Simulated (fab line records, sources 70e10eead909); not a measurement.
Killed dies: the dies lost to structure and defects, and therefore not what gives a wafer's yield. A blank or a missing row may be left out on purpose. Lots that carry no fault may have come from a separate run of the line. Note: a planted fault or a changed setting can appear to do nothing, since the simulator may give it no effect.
Which tool was responsible? | flow nand-harc | 36 wafers from 12 lots sampled at 4 of the route's 1302 steps

WHAT THE GAUGES SHOWED, per wafer
The record holds no reading of a measuring or inspecting step that can be judged against a usual standard deviation.

EACH LOT AND THE TOOL THAT RAN IT (in order: tool; ch and the chambers of the sampled wafers; start)
lot  | NHARC_A_DECK1_JOINT_ETCHBACK_00  | NHARC_A_CHANNEL_HOLE_D2_ETCH_24  | NHARC_A_CHANNEL_FILL_D2_ETCHBACK_08 | NHARC_A_CHANNEL_FILL_D2_CMP_10
L189 | rie-si-01 ch 0,2,3, day 12 10:49 | har-etch-01 ch 0,1, day 14 07:41 | rie-diel-04 ch 2,3, day 16 04:51    | cmp-01 ch 1,2,3, day 16 10:40
L190 | rie-si-03 ch 0,1,3, day 13 06:07 | har-etch-02 ch 0,1, day 15 10:16 | rie-diel-13 ch 1,2, day 17 08:14    | cmp-04 ch 1,2,3, day 17 14:10
L193 | rie-si-03 ch 1,2,3, day 14 02:02 | har-etch-01 ch 0,1, day 15 22:40 | rie-diel-04 ch 0,3, day 17 21:54    | cmp-02 ch 0,2,3, day 18 03:48
L192 | rie-si-06 ch 0,1,3, day 14 02:02 | har-etch-02 ch 0,1, day 15 22:52 | rie-diel-13 ch 0,3, day 17 21:49    | cmp-04 ch 1,2,3, day 18 03:49
L194 | rie-si-01 ch 0,1,2, day 14 20:56 | har-etch-01 ch 0,1, day 16 23:59 | rie-diel-13 ch 0,1,3, day 19 02:23  | cmp-01 ch 0,1,2, day 19 08:07
L196 | rie-si-03 ch 0,1,3, day 15 17:17 | har-etch-01 ch 0,1, day 17 20:12 | rie-diel-13 ch 1,2,3, day 19 18:20  | cmp-01 ch 0,2,3, day 20 00:25
L198 | rie-si-01 ch 0,3, day 16 02:54   | har-etch-02 ch 0,1, day 18 03:27 | rie-diel-13 ch 0,1,3, day 20 06:04  | cmp-04 ch 0,1,2, day 20 11:49
L199 | rie-si-03 ch 0,3, day 16 13:45   | har-etch-02 ch 0,1, day 18 17:35 | rie-diel-13 ch 1,2,3, day 20 18:32  | cmp-04 ch 0,1, day 21 00:22
L206 | rie-si-01 ch 0,2,3, day 19 22:04 | har-etch-02 ch 0,1, day 21 19:41 | rie-diel-04 ch 1,2, day 23 18:56    | cmp-01 ch 0,1, day 24 00:40
L207 | rie-si-01 ch 0,3, day 20 12:14   | har-etch-02 ch 0,1, day 22 13:56 | rie-diel-13 ch 0,1, day 24 15:04    | cmp-01 ch 0,2,3, day 24 20:52
L209 | rie-si-03 ch 0,1,2, day 20 12:15 | har-etch-01 ch 0,1, day 22 15:14 | rie-diel-04 ch 0,3, day 24 18:51    | cmp-04 ch 1,2,3, day 25 00:38
L208 | rie-si-03 ch 0,1,2, day 20 21:32 | har-etch-01 ch 0,1, day 22 19:14 | rie-diel-13 ch 1,2, day 24 19:04    | cmp-01 ch 1,2,3, day 25 00:35
- NHARC_A_DECK1_JOINT_ETCHBACK_00: etches the open film in HBr, target depth 30 nm, time 17.4 s.
- NHARC_A_CHANNEL_HOLE_D2_ETCH_24: etches the open film in C4F8/O2/Ar, time 906.2 s, target depth 1500 nm.
- NHARC_A_CHANNEL_FILL_D2_ETCHBACK_08: etches the open film in C4F8, target depth 220 nm, time 110 s.
- NHARC_A_CHANNEL_FILL_D2_CMP_10: polishes, target thk 150 nm.

AS READ BY THE TOOLS THEMSELVES (means over the sampled wafers that have a number; for cases with no such wafer, the mark the record gives instead)
NHARC_A_DECK1_JOINT_ETCHBACK_00.
lot  | tool      | drypump-motor-current-A (A) | oes-product-au (a.u.) | run-length-s (s) | throttle-valve-pct (%)
L189 | rie-si-01 | 6.0                         | 1.005                 | 39.2             | 23.256
L190 | rie-si-03 | 5.7                         | 1.002                 | 38.7             | 23.267
L193 | rie-si-03 | 5.4                         | 1.000                 | 38.6             | 23.267
L192 | rie-si-06 | 5.5                         | 0.993                 | 38.4             | 23.262
L194 | rie-si-01 | 5.7                         | 0.999                 | 39.0             | 23.267
L196 | rie-si-03 | 5.7                         | 1.005                 | 39.0             | 23.269
L198 | rie-si-01 | 5.7                         | 1.004                 | 38.8             | 23.271
L199 | rie-si-03 | 5.9                         | 0.996                 | 39.0             | 23.270
L206 | rie-si-01 | 6.0                         | 0.993                 | 38.9             | 23.272
L207 | rie-si-01 | 6.1                         | 1.002                 | 38.9             | 23.269
L209 | rie-si-03 | 5.6                         | 0.999                 | 38.7             | 23.265
L208 | rie-si-03 | 5.6                         | 1.005                 | 38.6             | 23.267

NHARC_A_CHANNEL_HOLE_D2_ETCH_24.
lot  | tool        | drypump-motor-current-A (A) | showerhead-plenum-p-Torr (Torr) | throttle-valve-pct (%)
L189 | har-etch-01 | 5.60                        | 3.55                            | 32.234
L190 | har-etch-02 | 5.89                        | 3.62                            | 32.245
L193 | har-etch-01 | 5.60                        | 3.57                            | 32.233
L192 | har-etch-02 | 5.89                        | 3.62                            | 32.235
L194 | har-etch-01 | 5.59                        | 3.53                            | 32.244
L196 | har-etch-01 | 5.59                        | 3.52                            | 32.230
L198 | har-etch-02 | 5.86                        | 3.84                            | 32.238
L199 | har-etch-02 | 5.83                        | 3.84                            | 32.230
L206 | har-etch-02 | 5.90                        | 3.74                            | 32.244
L207 | har-etch-02 | 5.84                        | 3.81                            | 32.230
L209 | har-etch-01 | 5.59                        | 3.49                            | 32.232
L208 | har-etch-01 | 5.59                        | 3.49                            | 32.228

NHARC_A_CHANNEL_FILL_D2_ETCHBACK_08.
lot  | tool        | oes-product-au (a.u.) | rf-vpp-V (V) | run-length-s (s)
L189 | rie-diel-04 | 1.01                  | 443.9        | 131.0
L190 | rie-diel-13 | 1.00                  | 440.9        | 131.4
L193 | rie-diel-04 | 0.93                  | 442.5        | 131.2
L192 | rie-diel-13 | 0.92                  | 439.6        | 130.8
L194 | rie-diel-13 | 0.93                  | 441.1        | 131.4
L196 | rie-diel-13 | 0.92                  | 441.4        | 131.1
L198 | rie-diel-13 | 0.99                  | 441.5        | 152.1
L199 | rie-diel-13 | 0.92                  | 441.1        | 152.3
L206 | rie-diel-04 | 0.99                  | 439.9        | 131.4
L207 | rie-diel-13 | 0.93                  | 441.3        | 131.7
L209 | rie-diel-04 | 0.98                  | 443.3        | 131.1
L208 | rie-diel-13 | 0.99                  | 439.5        | 131.1

NHARC_A_CHANNEL_FILL_D2_CMP_10.
lot  | tool   | motor-current-A (A) | slurry-filter-dp-kPa (kPa) | time-to-endpoint-s (s)
L189 | cmp-01 | 12.5                | 13.58                      | 16.8
L190 | cmp-04 | 13.3                | 13.42                      | 11.6
L193 | cmp-02 | 11.5                | 13.49                      | 18.3
L192 | cmp-04 | 13.1                | 13.52                      | 14.4
L194 | cmp-01 | 13.7                | 13.43                      | 14.4
L196 | cmp-01 | 12.4                | 13.51                      | 17.3
L198 | cmp-04 | 12.5                | 13.59                      | 17.9
L199 | cmp-04 | 12.7                | 13.68                      | 14.2
L206 | cmp-01 | 13.2                | 13.46                      | 15.7
L207 | cmp-01 | 12.5                | 13.49                      | 16.4
L209 | cmp-04 | 13.3                | 13.57                      | 15.6
L208 | cmp-01 | 13.0                | 13.69                      | 15.8

THE ANSWER, worked out from the rows above alone
Rule: what is usual is taken from the lots themselves. The widest of any qualifying gaps counts: lots, ordered by their means at a reading, are off when they make up no more than a third of the lots, leave a main group of 4 or more, and stand apart from it by 3 or more times the standard deviation of that group's means. A main group is skipped when, at the precision printed for the reading in the tables above, its means are all equal. Also off: a lot with no number at a reading for which 4 or more lots have one. Any other lot the step has rows for is counted as sound. Order of review: gauges by route order, followed by the tools' own readings, for which a lot's mean as printed above is used. At the first step where some lot is off, the reading lying furthest off is the one used; lots without a number count as furthest.
Off: L198, L199 (NHARC_A_CHANNEL_FILL_D2_ETCHBACK_08, run-length-s). Mean 131.2 s and standard deviation 0.24 in the main group.
A tool fits if, at that step or a process step before it, it ran every lot that is off, and no sound lot after the first of them. No candidate that was tried fits.

WHAT HAD BEEN PUT IN BY THE SIMULATOR
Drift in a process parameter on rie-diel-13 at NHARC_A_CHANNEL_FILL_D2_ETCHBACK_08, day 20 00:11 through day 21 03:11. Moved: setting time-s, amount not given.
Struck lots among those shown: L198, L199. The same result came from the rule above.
